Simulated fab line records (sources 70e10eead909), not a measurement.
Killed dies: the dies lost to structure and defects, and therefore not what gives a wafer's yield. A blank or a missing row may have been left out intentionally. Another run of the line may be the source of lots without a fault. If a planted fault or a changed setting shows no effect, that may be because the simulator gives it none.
2 desks, one fault | flow nand_harc | each desk holds nothing but its own numbers, with what lay behind them at the end

## METROLOGY DESK
What the gauges read for every lot (on any tool): the sampled wafers with a number, averaged. Any lot whose mean is over 4 standard deviations away from the usual mean is out of limits and marked OUT; that distance is given in the brackets.
Columns: A = cd_nm at NHARC_P_STI_CD_MEAS_16, usual 200 nm; B = trench_depth_nm at NHARC_P_STI_OCD_MEAS_17, usual 300 nm; C = trench_foot_cd_nm at NHARC_P_STI_OCD_MEAS_17, usual 158 nm; D = trench_depth_nm at NHARC_P_STI_OCD_MEAS_43, usual 300 nm; E = trench_foot_cd_nm at NHARC_P_STI_OCD_MEAS_43, usual 158 nm; F = cd_nm at NHARC_P_GATE_CD_MEAS_11, usual 1639.9 nm
lot  | first seen here | A   | B   | C   | D   | E   | F
L994 | day 2 20:30     | 200 | 304 | 159 | 304 | 159 | 1639.1
L999 | day 4 07:16     | 198 | 301 | 157 | 302 | 157 | 1640.0
L106 | day 6 00:37     | 200 | 305 | 159 | 305 | 159 | 1637.6
L107 | day 6 06:01     | 200 | 303 | 157 | 302 | 158 | 1636.7
L108 | day 6 14:34     | 199 | 296 | 159 | 296 | 158 | 1638.7
L115 | day 8 06:02     | 199 | 301 | 157 | 301 | 156 | 1641.6
This desk's verdict: no lot among the 6 shows anything out of limits.

## THE DEFECT DESK
For each lot, the counts of the inspections along the route, averaged over the sampled wafers that have a number. Any lot whose mean is over 4 standard deviations away from the usual mean is out of limits and marked OUT; that distance is given in the brackets.
Columns: A = raw_defect_count at NHARC_P_STI_INSPECT_25, usual 223; B = raw_defect_count at NHARC_P_GATE_INSPECT_28, usual 5.8
lot  | first seen here | A              | B
L994 | day 3 23:43     | 195            | 5.0
L999 | day 5 15:45     | 394            | 4.7
L106 | day 7 04:31     | 1315 (+14) OUT | 1022.0 (+99 or more) OUT
L107 | day 7 12:21     | 1220 (+13) OUT | 965.0 (+99 or more) OUT
L108 | day 7 20:27     | 242            | 5.3
L115 | day 9 08:28     | 186            | 5.3
This desk's finding: out of limits on L106, L107; first on L106, day 7 04:31 (raw_defect_count at NHARC_P_STI_INSPECT_25). Within limits: L994, L999, L108, L115.

## BROUGHT TOGETHER
The defect desk could have raised an alarm at day 7 04:31, on L106, L107.
From the metrology desk's view, nothing was out of limits.
The metrology desk has L106, L107 on record, within its limits.
NHARC_P_STI_ETCH_36 was run on wet_bench-02 by each of the lots named.

## WHAT THE SIMULATOR HAD INSERTED
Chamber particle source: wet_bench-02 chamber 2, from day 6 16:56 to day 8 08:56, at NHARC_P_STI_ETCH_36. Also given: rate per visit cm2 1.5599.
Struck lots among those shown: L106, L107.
Hours from the fault's start to each desk's first reading out of limits: the defect desk, 12.
